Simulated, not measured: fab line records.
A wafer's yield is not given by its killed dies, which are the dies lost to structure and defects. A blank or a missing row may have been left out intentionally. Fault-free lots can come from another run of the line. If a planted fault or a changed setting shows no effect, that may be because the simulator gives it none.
fab line records	flow n5Finfet	part 2 of 2: steps 4 to 6 of 6
[record] lots = 23	wafers = 69	lastDay = 18
route steps=1938 shown BEOL_M0_SAQP@692 BEOL_M0_CUTY@711 BEOL_M0@722
lots that met no fault: from a run of the same line without faults
startH: hours from the record's first day to the start of the lot's first wafer shown	waitH: hours elapsed since this lot's preceding step	" unchanged from the row above	L1.1+2: one row covering several wafers at once	- no value, or no start was given	* or withheld: withheld	< > ~ a bound
route shown NAME@n: names a module that has steps shown in the file, with the first one's number in the route	usual: mean/standard deviation taken from wafers without a fault	same: alike in all rows	chamber/n: place in a boat	sites: each site's reading	_std_site: standard deviation across them	_edge_site: outer sites' mean less inner sites'	radiusMm: for every site, how far away it sits from the centre of the wafer	mask NAME#n: copy n	behind: the last tool/chamber to shape the wafer	hold: what put the lot on hold/how long, in hours/how the hold closed	device: which transistor (n, p or np) failed to switch	end of line: tests of these same wafers at the route's end	for a step that has no rows: nothing shown but its recipe	killed: the dies lost at the first sort to structure and to defects; this is not the yield of the wafer	map: the dies of a wafer, with x for killed, . for not killed, _ for no die there
set.NAME: the setting that was run; set.NAME@STEP: the one run at that earlier step	model.NAME: the simulator's own value behind a step, which no gauge read
steps of the route over a sample of lots; a table a step, a row a wafer
services: when a tool's chamber went out of use (startH, in hours from the record's first day, below 0 if earlier), for how many hours, and the reason
[[steps]]
[step N5_BEOL_M0_ETCH_109]
[recipe] chemistry = CH3F/O2	targetDepthA = 80	overetchA = 24	target = SiCN	timeS = 27.4	ionEnergyEv = 120	pressureMtorr = 30	sourceW = 395	biasW = 75	Ar_flow_sccm = 150	CH3F_flow_sccm = 30	O2_flow_sccm = 20
[usual] O2_flow_sccm = 20.00/0.065	drypumpMotorCurrentA = 5.5/0.52	oesProductAu = 0.69/0.047	rfVppV = 298.0/1.6	showerheadPlenumPTorr = 2.03/0.072	throttleValvePct = 16.37/0.16
lot.wafer	tool	chamber	startH	waitH	O2_flow_sccm	drypumpMotorCurrentA	oesProductAu	rfHoursCounterH	rfVppV	showerheadPlenumPTorr	throttleValvePct
L076.1	rieDiel-05	1	132.92	0.0	20.02	5.7	0.74	58	296.5	1.94	16.18
L076.3	"	0	"	"	19.91	6.2	0.73	69	296.5	1.95	16.49
L076.6	"	3	"	"	20.05	4.6	0.77	-	298.9	2.13	16.35
L075.2	rieDiel-01	1	138.34	0.0	19.97	5.3	0.74	35	298.1	2.04	16.21
L075.4	"	2	"	"	19.96	4.9	0.63	166	299.4	2.08	16.57
L075.6	"	1	"	"	19.82	5.2	0.75	-	297.0	2.04	16.22
L078.3	rieDiel-05	3	148.43	0.1	19.96	4.6	0.72	53	299.4	2.12	16.34
L078.4	"	1	"	"	19.91	5.6	0.74	63	296.9	1.94	16.19
L078.5	"	0	"	"	20.08	6.2	0.72	-	295.8	1.95	16.51
L079.3	rieDiel-05	1	148.52	0.0	19.96	5.7	0.73	64	296.3	1.94	16.19
L079.4	"	0	"	"	20.02	6.1	0.72	76	297.3	1.95	16.52
L079.6	"	1	"	"	19.89	5.6	0.73	-	296.2	1.94	16.19
L074.1	rieDiel-05	3	148.60	0.1	19.98	4.6	0.74	53	300.5	2.12	16.35
L074.5	"	2	"	"	19.98	5.6	0.76	-	300.2	2.14	16.31
L074.6	"	3	"	"	20.01	4.6	0.76	-	298.7	2.12	16.35
L080.1	rieDiel-01	2	150.51	0.0	19.97	4.9	0.63	170	298.7	2.08	16.58
L080.3	"	3	"	"	20.04	5.4	0.61	178	299.5	2.08	16.35
L080.6	"	0	"	"	20.02	6.3	0.69	-	297.9	2.02	16.13
L081.2	rieDiel-03	3	158.18	0.2	20.02	6.3	0.59	229	295.5	1.92	16.73
L081.3	"	2	"	"	19.99	5.3	0.66	110	298.0	2.03	16.66
L081.5	"	0	"	"	19.92	5.6	0.66	-	299.1	2.08	16.28
L082.1	rieDiel-03	0	167.42	0.0	19.99	5.7	0.65	139	298.1	2.08	16.28
L082.2	"	1	"	"	19.99	5.2	0.69	109	297.9	2.01	16.29
L082.4	"	3	"	"	19.99	6.3	0.61	232	295.4	1.92	16.76
L083.1	rieDiel-05	3	173.04	0.0	20.09	4.6	0.74	62	299.2	2.12	16.37
L083.2	"	1	"	"	19.99	5.7	0.73	69	296.0	1.94	16.20
L083.4	"	1	"	"	19.97	5.7	0.73	-	295.5	1.94	16.21
L084.1	rieDiel-01	1	181.58	0.4	19.95	5.2	0.72	50	298.4	2.04	16.23
L084.2	"	2	"	"	19.96	5.0	0.62	180	299.2	2.08	16.61
L084.6	"	0	"	"	20.07	6.4	0.68	-	297.1	2.02	16.13
L085.2	rieDiel-05	3	181.71	0.4	19.95	4.6	0.72	66	299.9	2.12	16.39
L085.3	"	2	"	"	20.06	5.6	0.71	51	298.5	2.13	16.34
L085.6	"	1	"	"	20.00	5.7	0.71	-	296.6	1.94	16.21
L086.1	rieDiel-05	3	196.59	0.0	20.00	4.6	0.71	70	299.1	2.12	16.39
L086.3	"	0	"	"	19.97	6.2	0.71	82	296.7	1.95	16.51
L086.6	"	0	"	"	19.88	6.2	0.69	-	295.8	1.95	16.52
L087.1	rieDiel-01	1	203.04	0.0	20.07	5.2	0.70	58	299.1	2.03	16.25
L087.3	"	0	"	"	20.07	6.4	0.68	107	298.5	2.02	16.16
L087.6	"	3	"	"	20.01	5.3	0.61	-	298.7	2.07	16.38
L088.2	rieDiel-03	0	203.86	0.0	19.95	5.7	0.62	152	297.8	2.07	16.31
L088.3	"	2	"	"	20.08	5.3	0.65	128	297.5	2.02	16.69
L088.5	"	1	"	"	19.98	5.2	0.68	-	296.9	2.01	16.32
L090.1	rieDiel-05	0	210.62	0.2	20.06	6.2	0.69	87	296.7	1.94	16.52
L090.4	"	3	"	"	20.09	4.6	0.72	75	298.4	2.12	16.39
L090.5	"	3	"	"	20.04	4.7	0.70	-	299.1	2.12	16.38
L089.2	rieDiel-01	2	212.33	0.1	19.91	4.9	0.62	191	298.4	2.07	16.63
L089.3	"	0	"	"	19.96	6.3	0.68	111	298.0	2.01	16.17
L089.4	"	3	"	"	20.06	5.3	0.61	200	298.1	2.07	16.40
L091.3	rieDiel-05	2	223.28	0.0	20.02	5.6	0.71	64	299.9	2.13	16.36
L091.5	"	3	"	"	20.00	4.6	0.72	-	299.2	2.11	16.40
L091.6	"	2	"	"	20.22	5.6	0.73	-	299.7	2.13	16.35
L092.3	rieDiel-05	0	223.62	0.0	19.86	6.2	0.70	91	296.8	1.94	16.53
L092.4	"	3	"	"	19.98	4.6	0.70	79	299.8	2.11	16.40
L092.6	"	0	"	"	19.96	6.2	0.69	-	296.8	1.94	16.53
L093.1	rieDiel-03	0	231.63	0.0	19.93	5.7	0.63	164	299.0	2.07	16.33
L093.2	"	2	"	"	20.05	5.3	0.64	140	295.8	2.02	16.72
L093.4	"	0	"	"	19.93	5.7	0.63	-	299.4	2.07	16.33
L094.1	rieDiel-03	2	241.39	0.1	20.10	5.3	0.63	144	297.3	2.01	16.73
L094.2	"	3	"	"	20.01	6.3	0.84	2	301.6	2.16	16.32
L094.5	"	1	"	"	20.05	5.2	0.67	-	297.4	2.00	16.35
L095.2	rieDiel-03	0	247.03	0.1	20.00	5.7	0.63	170	299.3	2.07	16.34
L095.3	"	3	"	"	20.06	6.3	0.84	5	299.1	2.16	16.33
L095.4	"	1	"	"	19.99	5.2	0.67	141	297.7	2.00	16.35
L096.2	rieDiel-01	2	258.05	0.1	20.00	5.0	0.62	203	298.1	2.07	16.66
L096.3	"	3	"	"	20.04	5.3	0.59	211	299.4	2.07	16.42
L096.4	"	0	"	"	20.00	6.3	0.68	118	296.1	2.01	16.18
L097.2	rieDiel-05	3	260.75	0.0	20.13	4.6	0.68	93	299.1	2.11	16.43
L097.4	"	0	"	"	19.97	6.2	0.69	104	295.5	1.94	16.56
L097.5	"	0	"	"	20.08	6.2	0.68	-	295.6	1.94	16.56
[step N5_BEOL_M0_ANNEAL_133]
[recipe] tempC = 400	timeS = 60	ambient = vacuum
[usual] heaterPowerW = 787/69
lot.wafer	tool	chamber	startH	waitH	heaterPowerW
L076.1	pvdSputter-03	-	134.04	0.0	794
L076.3	"	-	"	"	721
L076.6	"	-	"	"	794
L075.2	pvdSputter-03	-	140.01	0.0	782
L075.4	"	-	"	"	721
L075.6	"	-	"	"	689
L078.3	pvdSputter-02	-	149.65	0.0	912
L078.4	"	-	"	"	930
L078.5	"	-	"	"	956
L079.3	pvdSputter-01	-	149.70	0.0	796
L079.4	"	-	"	"	840
L079.6	"	-	"	"	807
L074.1	pvdSputter-03	-	149.94	0.0	715
L074.5	"	-	"	"	819
L074.6	"	-	"	"	713
L080.1	pvdSputter-01	-	152.98	0.0	813
L080.3	"	-	"	"	833
L080.6	"	-	"	"	790
L081.2	pvdSputter-03	-	160.97	0.0	782
L081.3	"	-	"	"	800
L081.5	"	-	"	"	777
L082.1	pvdSputter-03	-	168.75	0.0	691
L082.2	"	-	"	"	815
L082.4	"	-	"	"	698
L083.1	pvdSputter-02	-	174.13	0.0	907
L083.2	"	-	"	"	732
L083.4	"	-	"	"	724
L084.1	pvdSputter-01	-	182.65	0.0	760
L084.2	"	-	"	"	781
L084.6	"	-	"	"	766
L085.2	pvdSputter-01	-	183.09	0.0	806
L085.3	"	-	"	"	775
L085.6	"	-	"	"	818
L086.1	pvdSputter-03	-	198.79	0.0	701
L086.3	"	-	"	"	813
L086.6	"	-	"	"	795
L087.1	pvdSputter-01	-	204.76	0.0	774
L087.3	"	-	"	"	832
L087.6	"	-	"	"	769
L088.2	pvdSputter-03	-	206.59	0.0	723
L088.3	"	-	"	"	782
L088.5	"	-	"	"	796
L090.1	pvdSputter-02	-	212.90	0.0	726
L090.4	"	-	"	"	934
L090.5	"	-	"	"	971
L089.2	pvdSputter-03	-	213.33	0.0	711
L089.3	"	-	"	"	701
L089.4	"	-	"	"	799
L091.3	pvdSputter-02	-	225.25	0.0	761
L091.5	"	-	"	"	749
L091.6	"	-	"	"	932
L092.3	pvdSputter-02	-	225.69	0.0	948
L092.4	"	-	"	"	721
L092.6	"	-	"	"	729
L093.1	pvdSputter-03	-	234.61	0.0	789
L093.2	"	-	"	"	725
L093.4	"	-	"	"	769
L094.1	pvdSputter-03	-	243.87	0.0	787
L094.2	"	-	"	"	778
L094.5	"	-	"	"	752
L095.2	pvdSputter-03	-	252.38	0.0	797
L095.3	"	-	"	"	740
L095.4	"	-	"	"	696
L096.2	pvdSputter-01	-	259.69	0.0	815
L096.3	"	-	"	"	798
L096.4	"	-	"	"	800
L097.2	pvdSputter-01	-	262.49	0.0	789
L097.4	"	-	"	"	798
L097.5	"	-	"	"	784
[step N5_BEOL_M0_ANNEAL_119]
[recipe] tempC = 225	timeS = 90	ambient = N2
[usual] wafer_temp_C_max = 225.89/0.26
lot.wafer	tool	chamber	startH	waitH	wafer_temp_C_max
L076.1	rtpAnneal-01	0	134.39	0.1	226.16
L076.3	"	0	"	"	226.13
L076.6	"	0	"	"	226.29
L075.2	rtpAnneal-02	0	141.60	1.2	225.57
L075.4	"	0	"	"	225.78
L075.6	"	0	"	"	225.41
L078.3	rtpAnneal-01	0	150.50	0.5	225.67
L078.4	"	0	"	"	226.18
L078.5	"	0	"	"	225.92
L079.3	rtpAnneal-02	0	150.62	0.6	225.55
L079.4	"	0	"	"	225.62
L079.6	"	0	"	"	225.74
L074.1	rtpAnneal-02	0	150.80	0.6	225.68
L074.5	"	0	"	"	225.49
L074.6	"	0	"	"	225.60
L080.1	rtpAnneal-02	0	153.35	0.1	225.46
L080.3	"	0	"	"	225.71
L080.6	"	0	"	"	225.92
L081.2	rtpAnneal-02	0	161.39	0.1	225.72
L081.3	"	0	"	"	225.85
L081.5	"	0	"	"	225.91
L082.1	rtpAnneal-02	0	169.11	0.1	225.61
L082.2	"	0	"	"	225.87
L082.4	"	0	"	"	225.80
L083.1	rtpAnneal-02	0	174.48	0.1	225.97
L083.2	"	0	"	"	225.86
L083.4	"	0	"	"	225.91
L084.1	rtpAnneal-01	0	183.01	0.1	226.36
L084.2	"	0	"	"	226.10
L084.6	"	0	"	"	226.26
L085.2	rtpAnneal-02	0	183.50	0.1	225.59
L085.3	"	0	"	"	225.38
L085.6	"	0	"	"	225.82
L086.1	rtpAnneal-02	0	199.36	0.3	225.83
L086.3	"	0	"	"	225.87
L086.6	"	0	"	"	225.91
L087.1	rtpAnneal-01	0	205.41	0.4	226.15
L087.3	"	0	"	"	226.47
L087.6	"	0	"	"	225.89
L088.2	rtpAnneal-02	0	207.00	0.1	225.86
L088.3	"	0	"	"	225.76
L088.5	"	0	"	"	226.24
L090.1	rtpAnneal-02	0	214.19	1.0	225.90
L090.4	"	0	"	"	226.12
L090.5	"	0	"	"	225.60
L089.2	rtpAnneal-01	0	214.32	0.7	226.34
L089.3	"	0	"	"	226.04
L089.4	"	0	"	"	226.18
L092.3	rtpAnneal-02	0	226.74	0.7	225.45
L092.4	"	0	"	"	225.66
L092.6	"	0	"	"	225.92
L091.3	rtpAnneal-01	0	226.80	1.2	226.03
L091.5	"	0	"	"	226.17
L091.6	"	0	"	"	226.11
L093.1	rtpAnneal-02	0	234.97	0.1	225.92
L093.2	"	0	"	"	225.67
L093.4	"	0	"	"	225.60
L094.1	rtpAnneal-01	0	244.23	0.1	226.22
L094.2	"	0	"	"	226.22
L094.5	"	0	"	"	226.11
L095.2	rtpAnneal-02	0	252.78	0.1	225.92
L095.3	"	0	"	"	225.50
L095.4	"	0	"	"	225.83
L096.2	rtpAnneal-02	0	260.09	0.1	225.75
L096.3	"	0	"	"	225.60
L096.4	"	0	"	"	226.37
L097.2	rtpAnneal-01	0	262.89	0.1	226.33
L097.4	"	0	"	"	225.86
L097.5	"	0	"	"	225.76
[[services]]
tool	chamber	startH	hours	kind
pvdSputter-02	-	134.88	1.1	repair
rieDiel-01	-	135.57	0.8	repair
rieDiel-05	1	148.75	2.2	repair
rieDiel-05	0	152.80	25.5	repair
rieDiel-05	1	160.48	5.4	repair
rieDiel-02	2	161.44	8.3	repair
rieDiel-01	0	168.70	6.0	repair
rieDiel-02	1	183.49	5.8	repair
rieDiel-02	-	199.34	2.8	pm
rieDiel-03	3	216.77	-	clean
rieDiel-03	3	216.77	-	consumableReplace:focusRing
rieDiel-03	3	216.77	-	consumableReplace:showerhead
rieDiel-03	3	216.77	18.6	scheduledDown
rieDiel-03	3	216.77	18.6	ventCycle
rieDiel-01	0	228.17	6.0	repair
rieDiel-04	0	228.92	-	clean
rieDiel-04	0	228.92	-	consumableReplace:focusRing
rieDiel-04	0	228.92	-	consumableReplace:showerhead
rieDiel-04	0	228.92	27.6	scheduledDown
rieDiel-04	0	228.92	27.6	ventCycle
rieDiel-01	-	238.12	15.6	pm
rieDiel-04	1	256.49	-	clean
rieDiel-04	1	256.49	-	consumableReplace:focusRing
rieDiel-06	1	256.96	4.2	repair
